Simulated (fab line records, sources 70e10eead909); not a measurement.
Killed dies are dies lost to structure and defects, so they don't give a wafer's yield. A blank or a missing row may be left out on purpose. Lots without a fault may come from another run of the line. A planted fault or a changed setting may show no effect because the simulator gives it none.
Problem report in the 8D (eight disciplines) form, filled by code | flow nand_harc | the parts of the form that need people (team, actions taken, sign-off) are left out

1. THE PROBLEM
thk_nm at NHARC_A_ONON_D1_THK_MEAS_27 reads a mean of 1498 nm on 3 wafers of 3 lots; wafers without a fault read 997 nm with a standard deviation of 11. That is +46 standard deviations from the usual mean.
The step: measures by ellipsometry.
First seen on wafer L882.2, day 10 14:17, on film_metro-02. The record holds 40 wafers of 14 lots with a number at this step. Rule for "out", or "out of limits": more than 4 standard deviations from the usual mean. The other wafers with a number count as sound.

2. WHAT IT IS AND WHAT IT IS NOT
question                    | is                           | is not
which readings at this step | thk_nm                       | -
which lots                  | L882, L886, L888             | L872, L874, L875, L876, L877, L878, L880, L881, L889, L892, L893
which wafers of those lots  | L882.2, L886.2, L888.6       | L882.3, L882.4, L886.3, L888.3
read on which gauges        | film_metro-01, film_metro-02 | -
when                        | from day 10 14:17            | up to then (23 sound wafers); but 14 sound wafers of L881, L886, L888, L889, L892, L893 came after

3. SUSPECTS, AND WHAT RULES EACH OUT
Counting: a tool at a process step up to the reading stays a suspect if it ran every lot that is out. Sound lots after the first of them don't rule it out here, since some wafers of a struck lot are sound.
- the gauge at NHARC_A_ONON_D1_THK_MEAS_27: ruled out. The wafers that are out were read on 2 gauges (film_metro-01, film_metro-02).
- pecvd_onon-01 at NHARC_A_ONON_D1_DEP_25 (target thk 1000 nm): kept. It ran every lot that is out, first L882 (day 10 13:50); its last sound lot up to then is L878 (day 9 20:07).
Left after counting: pecvd_onon-01 at NHARC_A_ONON_D1_DEP_25.

4. THE CAUSE (what the simulator had put in)
Process parameter drift: pecvd_onon-01, from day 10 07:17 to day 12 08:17, at NHARC_A_ONON_D1_DEP_25. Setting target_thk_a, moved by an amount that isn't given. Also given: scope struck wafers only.
Counting left only this tool.

5. THE CHAIN OF EFFECTS, in route order
Each row: a reading whose mean over the struck wafers that have a number lies more than 3 standard deviations from the usual. Only readings for which the record gives a usual standard deviation are gone through. hours: the time from each lot's start at the first step in this table that gives one to its start at this step, as a median over the lots. sigmas: the change in usual standard deviations.
hours | step                        | reading         | usual  | on struck wafers | change | sigmas
0     | NHARC_A_ONON_D1_THK_MEAS_27 | thk_nm          | 997 nm | 1498             | +501   | +46
265   | NHARC_END_SORT_01           | killed_at_array | 25     | 676              | +650   | +71
265   | NHARC_END_SORT_01           | killed_dies     | 30     | 677              | +647   | +67

6. WHAT WOULD HAVE CAUGHT IT SOONER
In this record the first reading out of limits at a measuring or inspecting step was taken at day 10 14:17, 7 hours after the fault began at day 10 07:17.
Of the tool readings at NHARC_A_ONON_D1_DEP_25 for which the record gives a usual standard deviation, none was out on any struck wafer, so an alarm limit of 4 standard deviations on them would not have fired.
Of the lots that are out (3), L886, L888 began NHARC_A_ONON_D1_DEP_25 on pecvd_onon-01 after day 10 14:17. A hold on the tool at that time would have spared those 2.
